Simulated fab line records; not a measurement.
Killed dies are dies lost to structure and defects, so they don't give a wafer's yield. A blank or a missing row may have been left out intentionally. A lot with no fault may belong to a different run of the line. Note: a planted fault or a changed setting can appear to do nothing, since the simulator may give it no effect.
Split-lot experiment | flow n5 finfet | 39 wafers read across 7 lots, on a route 1938 steps long

== THE SPLIT ITSELF ==
At N5_DUMMY_GATE_ETCH_37 (etches SOC in N2/H2, target depth 60 nm, overetch 30 nm), the setting source w was moved away from the recipe's 840 W on 12 of the 39 wafers read, by -18.1% to +11.3%. For the rest of the wafers, this setting stayed at what the recipe calls for.

Reading taken at the split's own step.

== THE READING ==
rf vpp V, in V, at N5_DUMMY_GATE_ETCH_37 (etches SOC in N2/H2, target depth 60 nm, overetch 30 nm). Typical for fault-free wafers on this fab line: 524.7 V, with standard deviation 1.8 V.

wafer  | tool, chamber at the split | source w as run, W | against the recipe | rf vpp V, V | against lot-mates on the recipe
L074.1 | rie diel-02, 3             | 840                | recipe             | 523.5       | -
L074.2 | rie diel-02, 2             | 840                | recipe             | 526.8       | -
L074.3 | rie diel-02, 1             | 840                | recipe             | 524.7       | -
L074.4 | rie diel-02, 1             | 840                | recipe             | 524.1       | -
L074.5 | rie diel-02, 2             | 840                | recipe             | 527.4       | -
L074.6 | rie diel-02, 3             | 840                | recipe             | 523.6       | -
L075.2 | rie diel-02, 1             | 840                | recipe             | 523.0       | -
L075.5 | rie diel-02, 3             | 840                | recipe             | 523.8       | -
L075.6 | rie diel-02, 2             | 840                | recipe             | 525.8       | -
L085.1 | rie diel-01, 3             | 840                | recipe             | 522.9       | -
L085.2 | rie diel-01, 1             | 687.7              | -18.1%             | 563.3       | +39.7
L085.3 | rie diel-01, 2             | 840                | recipe             | 523.5       | -
L085.4 | rie diel-01, 0             | 687.7              | -18.1%             | 560.7       | +37.1
L085.5 | rie diel-01, 0             | 840                | recipe             | 524.4       | -
L085.6 | rie diel-01, 1             | 687.7              | -18.1%             | 561.9       | +38.3
L086.1 | rie diel-02, 2             | 840                | recipe             | 527.6       | -
L086.2 | rie diel-02, 3             | 840                | recipe             | 524.2       | -
L086.3 | rie diel-02, 0             | 840                | recipe             | 525.4       | -
L086.4 | rie diel-02, 1             | 934.5              | +11.3%             | 505.3       | -20.4
L086.5 | rie diel-02, 0             | 934.5              | +11.3%             | 505.8       | -19.9
L086.6 | rie diel-02, 3             | 934.5              | +11.3%             | 504.8       | -20.9
L088.1 | rie diel-01, 2             | 840                | recipe             | 523.4       | -
L088.2 | rie diel-01, 0             | 840                | recipe             | 526.1       | -
L088.3 | rie diel-01, 1             | 840                | recipe             | 527.6       | -
L088.4 | rie diel-01, 0             | 900.2              | +7.2%              | 511.9       | -13.8
L088.5 | rie diel-01, 1             | 900.2              | +7.2%              | 514.3       | -11.4
L088.6 | rie diel-01, 2             | 900.2              | +7.2%              | 512.1       | -13.6
L096.1 | rie diel-01, 1             | 742.2              | -11.6%             | 550.0       | +26.4
L096.2 | rie diel-01, 3             | 840                | recipe             | 522.4       | -
L096.3 | rie diel-01, 0             | 742.2              | -11.6%             | 547.9       | +24.3
L096.4 | rie diel-01, 2             | 840                | recipe             | 524.0       | -
L096.5 | rie diel-01, 0             | 840                | recipe             | 524.4       | -
L096.6 | rie diel-01, 3             | 742.2              | -11.6%             | 545.0       | +21.4
L097.1 | rie diel-06, 3             | 840                | recipe             | 520.1       | -
L097.2 | rie diel-06, 1             | 840                | recipe             | 527.0       | -
L097.3 | rie diel-06, 2             | 840                | recipe             | 524.6       | -
L097.4 | rie diel-06, 0             | 840                | recipe             | 526.7       | -
L097.5 | rie diel-06, 3             | 840                | recipe             | 520.7       | -
L097.6 | rie diel-06, 0             | 840                | recipe             | 524.9       | -

THE FIT
A straight line over all 39 wafers: rf vpp V changes by -1.93 V for each +1% of source w; r = -0.99; the points scatter about the line by 2 V.
The same after taking each lot's own level away (the mean of its wafers on the recipe; 39 wafers): -2.01 V for each +1%; r = -0.99; scatter 1.8 V.
According to that fit, moving source w by its largest amount changes the reading by 36 V.
From 523.60 to 525.73 V: that is the span of the lots' own levels, equal to 1.2 times the standard deviation above.
The two slopes are in agreement: the lot-to-lot level therefore moves the slope only a little.
Check: +36.4 V against its lot-mates is what the line predicts for one of the wafers moved furthest among these (-18.1%) when that wafer is left out of the fit. Against them it came out at +39.7 V.
Tool readings at the split's step, against how far the setting was moved: rf vpp V r = -0.99.

== ADDITIONAL SPLITS CARRIED BY THESE WAFERS ==
Before the reading, these wafers also passed through other splits. Each is held against what the fit with the lots' levels taken away leaves over:
other split on the same wafers    | wafers away from the commonest value | r with rf vpp V (lot level and that fit taken away)
N5_WELL_APT_IMPLANT_15 energy kev | 15                                   | -0.01
N5_DUMMY_GATE_EXPOSE_12 dose mj   | 12                                   | +0.13

== FILE'S OWN FIT ==
rf vpp V changes by -2.02 V for each +1% of source w, r = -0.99.
